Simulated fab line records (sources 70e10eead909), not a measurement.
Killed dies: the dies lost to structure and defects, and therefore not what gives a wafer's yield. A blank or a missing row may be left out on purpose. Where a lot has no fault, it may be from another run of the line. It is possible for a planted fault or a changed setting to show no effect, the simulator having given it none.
Matching of chambers / flow nandHarc / rieDiel-07 running NHARC_A_STAIRCASE_ETCH_253: 4 sister chambers
The step etches the open film in C4F8/O2, target depth 50 nm, time 20.2 s. 16 wafers are shown with their chamber, then 8 later ones without.

WAFERS, EACH WITH ITS CHAMBER
wafer=L074.1; chamber=3; rfVppV (V)=902; oesProductAu (a.u.)=0.976
wafer=L074.2; chamber=2; rfVppV (V)=890; oesProductAu (a.u.)=0.970
wafer=L074.3; chamber=1; rfVppV (V)=896; oesProductAu (a.u.)=0.973
wafer=L076.1; chamber=0; rfVppV (V)=896; oesProductAu (a.u.)=0.953
wafer=L076.2; chamber=3; rfVppV (V)=901; oesProductAu (a.u.)=0.976
wafer=L076.6; chamber=2; rfVppV (V)=889; oesProductAu (a.u.)=0.944
wafer=L077.3; chamber=2; rfVppV (V)=887; oesProductAu (a.u.)=0.965
wafer=L077.5; chamber=1; rfVppV (V)=894; oesProductAu (a.u.)=0.964
wafer=L077.6; chamber=2; rfVppV (V)=888; oesProductAu (a.u.)=0.961
wafer=L086.1; chamber=0; rfVppV (V)=895; oesProductAu (a.u.)=0.964
wafer=L086.2; chamber=3; rfVppV (V)=900; oesProductAu (a.u.)=0.979
wafer=L086.4; chamber=2; rfVppV (V)=888; oesProductAu (a.u.)=0.985
wafer=L087.3; chamber=3; rfVppV (V)=901; oesProductAu (a.u.)=0.987
wafer=L087.5; chamber=1; rfVppV (V)=895; oesProductAu (a.u.)=0.962
wafer=L087.6; chamber=2; rfVppV (V)=889; oesProductAu (a.u.)=0.964
wafer=L091.1; chamber=0; rfVppV (V)=893; oesProductAu (a.u.)=0.933

SIGNATURES (averages over the wafers above)
reading=rfVppV; chamber 0=894.67; chamber 1=895.00; chamber 2=888.50; chamber 3=901.00; scatter within a chamber=1.09
reading=oesProductAu; chamber 0=0.95000; chamber 1=0.96633; chamber 2=0.96483; chamber 3=0.97950; scatter within a chamber=0.0113
Rule: for a wafer and a chamber, the distance is found by dividing, reading by reading, the gap between the wafer's reading and the chamber's mean by the reading's scatter, squaring, summing and taking the root. If the next closest chamber is less than 2 further off than the closest, the wafer can't be placed; otherwise it belongs to the closest. The scatter is the square root of a quotient: the sum, over the shown wafers, of each reading's squared deviation from its chamber's mean, divided by wafers minus chambers.

WAFERS WITH NO CHAMBER GIVEN
wafer=L091.2; rfVppV (V)=894; oesProductAu (a.u.)=0.940
wafer=L091.4; rfVppV (V)=899; oesProductAu (a.u.)=0.953
wafer=L090.3; rfVppV (V)=895; oesProductAu (a.u.)=0.962
wafer=L090.4; rfVppV (V)=895; oesProductAu (a.u.)=0.964
wafer=L090.6; rfVppV (V)=899; oesProductAu (a.u.)=0.991
wafer=L096.2; rfVppV (V)=886; oesProductAu (a.u.)=0.968
wafer=L096.5; rfVppV (V)=888; oesProductAu (a.u.)=0.960
wafer=L096.6; rfVppV (V)=901; oesProductAu (a.u.)=0.966

WHICH CHAMBER EACH ONE RAN IN
wafer=L091.2; from the rows above=can't be placed: 0 or 1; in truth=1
wafer=L091.4; from the rows above=can't be placed: 3 or 1 or 0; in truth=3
wafer=L090.3; from the rows above=can't be placed: 1 or 0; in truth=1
wafer=L090.4; from the rows above=can't be placed: 1 or 0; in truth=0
wafer=L090.6; from the rows above=3; in truth=3
wafer=L096.2; from the rows above=2; in truth=2
wafer=L096.5; from the rows above=2; in truth=2
wafer=L096.6; from the rows above=3; in truth=3
Correctly placed: 4 of 8. These rows do not allow placing 4 (true chamber among the candidates in 4). Number placed wrongly: 0.
